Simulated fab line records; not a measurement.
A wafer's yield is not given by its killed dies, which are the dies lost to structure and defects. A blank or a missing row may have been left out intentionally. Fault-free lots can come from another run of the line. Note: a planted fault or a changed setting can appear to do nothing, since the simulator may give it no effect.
Chamber matching || flow n5 finfet || N5_BEOL_M4_DEP_57 on pecvd-03: 3 sister chambers
The step deposits SiCN from 3MS/NH3, target thk 8 nm, time 14 s. 3 wafers are shown with their chamber, then 7 later ones without.

== WAFERS PAIRED WITH THEIR CHAMBERS ==
{"wafer": "L759.3", "chamber": 0, "throttle valve pct (%)": 11.4}
{"wafer": "L771.1", "chamber": 1, "throttle valve pct (%)": 9.4}
{"wafer": "L771.3", "chamber": 2, "throttle valve pct (%)": 8.1}

== WAFERS WITH NO CHAMBER GIVEN ==
{"wafer": "L771.4", "throttle valve pct (%)": 8.2}
{"wafer": "L772.3", "throttle valve pct (%)": 9.5}
{"wafer": "L772.4", "throttle valve pct (%)": 9.3}
{"wafer": "L772.6", "throttle valve pct (%)": 8.0}
{"wafer": "L774.3", "throttle valve pct (%)": 11.0}
{"wafer": "L774.5", "throttle valve pct (%)": 11.0}
{"wafer": "L774.6", "throttle valve pct (%)": 8.3}

== WHICH CHAMBER EACH WENT THROUGH ==
{"wafer": "L771.4", "from the rows above": 2, "in truth": 2}
{"wafer": "L772.3", "from the rows above": 1, "in truth": 1}
{"wafer": "L772.4", "from the rows above": 1, "in truth": 1}
{"wafer": "L772.6", "from the rows above": 2, "in truth": 2}
{"wafer": "L774.3", "from the rows above": 0, "in truth": 0}
{"wafer": "L774.5", "from the rows above": 0, "in truth": 0}
{"wafer": "L774.6", "from the rows above": 2, "in truth": 2}
Correct placement for 7 of the 7. From these rows, 0 cannot be placed. Placed wrongly: 0.
How it was worked out, from the rows above alone: a wafer's distance from a chamber is the root of the sum, over the readings, of the square of ((its reading less the chamber's mean) divided by the reading's scatter). The wafer belongs to the nearest chamber; if the next one is less than 2 further off, it can't be placed. Each chamber's mean is taken over the wafers shown for it. The scatter (one wafer shown for each chamber): square how far every hidden wafer sits from the nearest shown wafer, average those squares and take the square root.
